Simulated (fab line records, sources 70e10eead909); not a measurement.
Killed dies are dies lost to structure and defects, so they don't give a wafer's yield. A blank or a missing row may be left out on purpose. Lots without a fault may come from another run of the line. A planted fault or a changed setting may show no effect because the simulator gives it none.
Chamber matching | flow nand_harc | NHARC_A_BLC_STRIP_29 on rie_diel-03: 4 sister chambers
The step strips in CF4. 16 wafers are shown with their chamber, then 8 later ones without.

WAFERS WITH THEIR CHAMBER
wafer  | chamber | drypump_motor_current_A (A) | oes_product_au (a.u.) | rf_vpp_V (V)
L076.2 | 3       | 6.0                         | 0.990                 | 60.9
L076.3 | 2       | 5.9                         | 0.999                 | 59.2
L076.6 | 0       | 4.9                         | 0.997                 | 58.4
L075.1 | 3       | 6.0                         | 0.992                 | 59.0
L075.3 | 2       | 6.0                         | 1.001                 | 59.1
L075.4 | 0       | 5.0                         | 0.998                 | 60.1
L077.2 | 1       | 6.1                         | 0.989                 | 58.0
L077.3 | 3       | 6.0                         | 0.992                 | 59.3
L077.6 | 0       | 4.9                         | 1.011                 | 60.5
L078.1 | 1       | 6.1                         | 0.990                 | 58.8
L078.4 | 0       | 4.9                         | 0.999                 | 59.6
L078.5 | 3       | 6.0                         | 0.989                 | 58.1
L080.3 | 1       | 6.2                         | 0.989                 | 57.4
L080.4 | 2       | 6.0                         | 0.992                 | 57.0
L080.5 | 1       | 6.1                         | 0.994                 | 58.8
L090.1 | 2       | 6.0                         | 0.990                 | 58.7

SIGNATURES (means of the wafers above)
reading                 | chamber 0 | chamber 1 | chamber 2 | chamber 3 | scatter within a chamber
drypump_motor_current_A | 4.925     | 6.125     | 5.975     | 6.000     | 0.0433
oes_product_au          | 1.00125   | 0.99050   | 0.99550   | 0.99075   | 0.00445
rf_vpp_V                | 59.650    | 58.250    | 58.500    | 59.325    | 0.962
Rule: a wafer's distance from a chamber is the root of the sum, over the readings, of the square of ((its reading less the chamber's mean) divided by the reading's scatter). The wafer belongs to the nearest chamber; if the next one is less than 2 further off, it can't be placed. The scatter: the root of (the sum of the squares of (reading less its chamber's mean) over the shown wafers, divided by (wafers less chambers)).

WAFERS WITHOUT THEIR CHAMBER
wafer  | drypump_motor_current_A (A) | oes_product_au (a.u.) | rf_vpp_V (V)
L090.2 | 6.1                         | 1.008                 | 59.5
L090.3 | 4.9                         | 0.986                 | 59.6
L094.1 | 6.0                         | 0.995                 | 59.7
L094.2 | 4.9                         | 0.991                 | 59.6
L094.4 | 5.9                         | 1.002                 | 59.1
L097.2 | 5.0                         | 0.999                 | 61.0
L097.4 | 6.1                         | 0.988                 | 59.8
L097.6 | 6.0                         | 0.993                 | 60.5

WHICH CHAMBER EACH WENT THROUGH
wafer  | from the rows above          | in truth
L090.2 | can't be placed: 2 or 1 or 3 | 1
L090.3 | 0                            | 0
L094.1 | can't be placed: 3 or 2      | 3
L094.2 | 0                            | 0
L094.4 | can't be placed: 2 or 3      | 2
L097.2 | 0                            | 0
L097.4 | can't be placed: 1 or 3 or 2 | 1
L097.6 | can't be placed: 3 or 2      | 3
Placed correctly: 3 of 8. Can't be placed from these rows: 5 (the true chamber is among the candidates in 5). Placed wrongly: 0.
